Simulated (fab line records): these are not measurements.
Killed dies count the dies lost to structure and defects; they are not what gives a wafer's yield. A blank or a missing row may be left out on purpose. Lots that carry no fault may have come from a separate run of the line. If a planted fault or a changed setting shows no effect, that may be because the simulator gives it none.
Which tool is to blame?	flow nandHarc	42 wafers from 14 lots sampled at 4 of the route's 1302 steps

## WHAT THE GAUGES SHOWED, per wafer
The record lacks any reading of a measuring or inspecting step that a usual standard deviation could be used to judge.

## EACH LOT AND THE TOOL THAT RAN IT (in order: tool; ch and the chambers of the sampled wafers; start)
lot	NHARC_THIN_TSV_ETCHBACK_48	NHARC_THIN_TSV_ANNEAL_52	NHARC_THIN_TSV_ETCH_36	NHARC_THIN_TSV_STRIP_56
L324	rieDiel-13 ch 0,3, day 24 05:02	rtpAnneal-01 ch 0, day 24 06:47	rieMetal-03 ch 0,1, day 24 09:13	plasmaAsher-02 ch 0,1, day 24 09:19
L325	rieDiel-09 ch 0,2, day 24 08:33	rtpAnneal-01 ch 0, day 24 10:17	rieMetal-02 ch 0,1, day 24 12:46	plasmaAsher-02 ch 0,1, day 24 12:55
L326	rieDiel-13 ch 0,2,3, day 24 17:23	rtpAnneal-02 ch 0, day 24 19:03	rieMetal-01 ch 0,1, day 24 21:29	plasmaAsher-01 ch 0,1, day 24 21:38
L333	rieDiel-08 ch 0,1, day 27 21:47	rtpAnneal-01 ch 0, day 27 23:29	rieMetal-03 ch 0,1, day 28 01:59	plasmaAsher-01 ch 0, day 28 02:07
L338	rieDiel-13 ch 0,2,3, day 29 05:07	rtpAnneal-02 ch 0, day 29 06:45	rieMetal-02 ch 1, day 29 09:07	plasmaAsher-01 ch 0,1, day 29 09:13
L337	rieDiel-08 ch 0,1,3, day 29 05:43	rtpAnneal-02 ch 0, day 29 07:26	rieMetal-03 ch 0,1, day 29 09:56	plasmaAsher-01 ch 0,1, day 29 10:02
L339	rieDiel-13 ch 1,3, day 29 22:33	rtpAnneal-01 ch 0, day 30 00:20	rieMetal-02 ch 0,1, day 30 02:44	plasmaAsher-02 ch 0,1, day 30 03:15
L340	rieDiel-09 ch 0,2,3, day 29 23:42	rtpAnneal-02 ch 0, day 30 01:23	rieMetal-01 ch 0,1, day 30 03:53	plasmaAsher-02 ch 0,1, day 30 03:59
L342	rieDiel-13 ch 0,1,2, day 31 06:59	rtpAnneal-01 ch 0, day 31 08:46	rieMetal-01 ch 0,1, day 31 11:08	plasmaAsher-01 ch 0,1, day 31 11:14
L341	rieDiel-13 ch 1,2,3, day 31 11:49	rtpAnneal-01 ch 0, day 31 13:28	rieMetal-02 ch 0,1, day 31 15:54	plasmaAsher-02 ch 0,1, day 31 15:59
L344	rieDiel-13 ch 2,3, day 31 19:01	rtpAnneal-02 ch 0, day 31 20:43	rieMetal-03 ch 0,1, day 31 23:12	plasmaAsher-01 ch 1, day 31 23:17
L345	rieDiel-13 ch 1,2,3, day 32 19:07	rtpAnneal-02 ch 0, day 32 20:49	rieMetal-01 ch 0,1, day 32 23:15	plasmaAsher-01 ch 0, day 32 23:21
L346	rieDiel-08 ch 0,1,3, day 32 20:26	rtpAnneal-02 ch 0, day 32 22:05	rieMetal-02 ch 0,1, day 33 00:27	plasmaAsher-01 ch 0,1, day 33 00:35
L347	rieDiel-08 ch 0,1,2, day 33 10:10	rtpAnneal-01 ch 0, day 33 11:54	rieMetal-01 ch 0,1, day 33 14:17	plasmaAsher-01 ch 0,1, day 33 14:24
- NHARC_THIN_TSV_ETCHBACK_48: etches the open film in C4F8/Ar, target depth 1028.5 nm, time 405.17 s.
- NHARC_THIN_TSV_ANNEAL_52: time 90 s.
- NHARC_THIN_TSV_ETCH_36: etches the open film in Cl2/BCl3, target depth 65 nm, time 18.571 s.
- NHARC_THIN_TSV_STRIP_56: strips in O2.

## AS READ BY THE TOOLS THEMSELVES (means over the sampled wafers that have a number; for cases with no such wafer, the mark the record gives instead)
NHARC_THIN_TSV_ETCHBACK_48.
lot	tool	oesProductAu (a.u.)	rfVppV (V)
L324	rieDiel-13	0.99	548
L325	rieDiel-09	0.93	550
L326	rieDiel-13	1.00	547
L333	rieDiel-08	0.93	546
L338	rieDiel-13	0.93	547
L337	rieDiel-08	0.93	546
L339	rieDiel-13	0.92	544
L340	rieDiel-09	1.01	550
L342	rieDiel-13	0.98	545
L341	rieDiel-13	0.93	543
L344	rieDiel-13	0.93	544
L345	rieDiel-13	0.93	543
L346	rieDiel-08	0.97	546
L347	rieDiel-08	0.92	548

NHARC_THIN_TSV_ANNEAL_52.
lot	tool	annealTempC (C)	wafer_temp_C_max
L324	rtpAnneal-01	225.04	226.5
L325	rtpAnneal-01	224.92	226.8
L326	rtpAnneal-02	224.89	225.9
L333	rtpAnneal-01	225.08	226.7
L338	rtpAnneal-02	225.02	225.8
L337	rtpAnneal-02	225.03	225.8
L339	rtpAnneal-01	224.84	226.8
L340	rtpAnneal-02	225.01	225.8
L342	rtpAnneal-01	225.01	226.9
L341	rtpAnneal-01	224.95	226.7
L344	rtpAnneal-02	225.01	225.7
L345	rtpAnneal-02	225.01	225.6
L346	rtpAnneal-02	225.16	225.8
L347	rtpAnneal-01	224.80	226.8

NHARC_THIN_TSV_ETCH_36.
lot	tool	drypumpMotorCurrentA (A)	oesProductAu (a.u.)
L324	rieMetal-03	5.86	1.005
L325	rieMetal-02	5.92	0.996
L326	rieMetal-01	6.27	1.009
L333	rieMetal-03	5.87	0.895
L338	rieMetal-02	5.94	1.001
L337	rieMetal-03	5.85	0.893
L339	rieMetal-02	5.91	0.998
L340	rieMetal-01	6.27	1.012
L342	rieMetal-01	6.27	1.009
L341	rieMetal-02	5.94	1.004
L344	rieMetal-03	5.88	1.002
L345	rieMetal-01	6.27	1.002
L346	rieMetal-02	5.94	1.001
L347	rieMetal-01	6.28	1.004

NHARC_THIN_TSV_STRIP_56.
lot	tool	drypumpMotorCurrentA (A)	heaterPowerW (W)
L324	plasmaAsher-02	5.3	297
L325	plasmaAsher-02	5.3	304
L326	plasmaAsher-01	6.1	282
L333	plasmaAsher-01	5.8	269
L338	plasmaAsher-01	6.3	292
L337	plasmaAsher-01	6.0	283
L339	plasmaAsher-02	5.4	303
L340	plasmaAsher-02	5.3	288
L342	plasmaAsher-01	6.0	288
L341	plasmaAsher-02	5.4	304
L344	plasmaAsher-01	6.5	306
L345	plasmaAsher-01	5.8	278
L346	plasmaAsher-01	6.0	285
L347	plasmaAsher-01	6.1	285

## THE ANSWER, worked out from the rows above alone
Rule: the lots themselves supply what counts as usual. Put in order of their means at a reading, lots are off if they are a third of the lots or fewer, leave a main group of 4 or more, and stand apart from it by a gap of 3 or more times the standard deviation of the main group's means; of several such gaps the widest counts. A main group whose means are all the same, to the digits that the tables above print for the reading, isn't used. Also off: a lot with no number at a reading for which 4 or more lots have one. Any other lot the step has rows for is counted as sound. First the gauges in route order, then the tools' own readings, where a lot's mean is used as printed above. The first step at which some lot is off is used, and at that step the reading that is off furthest; a lot without a number counts as furthest.
Off: L333, L337, at NHARC_THIN_TSV_ETCH_36 (oesProductAu). For the main group the mean is 1.004 a.u. and the standard deviation 0.0045.
A tool fits if, at that step or a process step before it, it ran every lot that is off, and no sound lot after the first of them. No candidate that was tried fits.

## WHAT WAS PUT IN BY THE SIMULATOR
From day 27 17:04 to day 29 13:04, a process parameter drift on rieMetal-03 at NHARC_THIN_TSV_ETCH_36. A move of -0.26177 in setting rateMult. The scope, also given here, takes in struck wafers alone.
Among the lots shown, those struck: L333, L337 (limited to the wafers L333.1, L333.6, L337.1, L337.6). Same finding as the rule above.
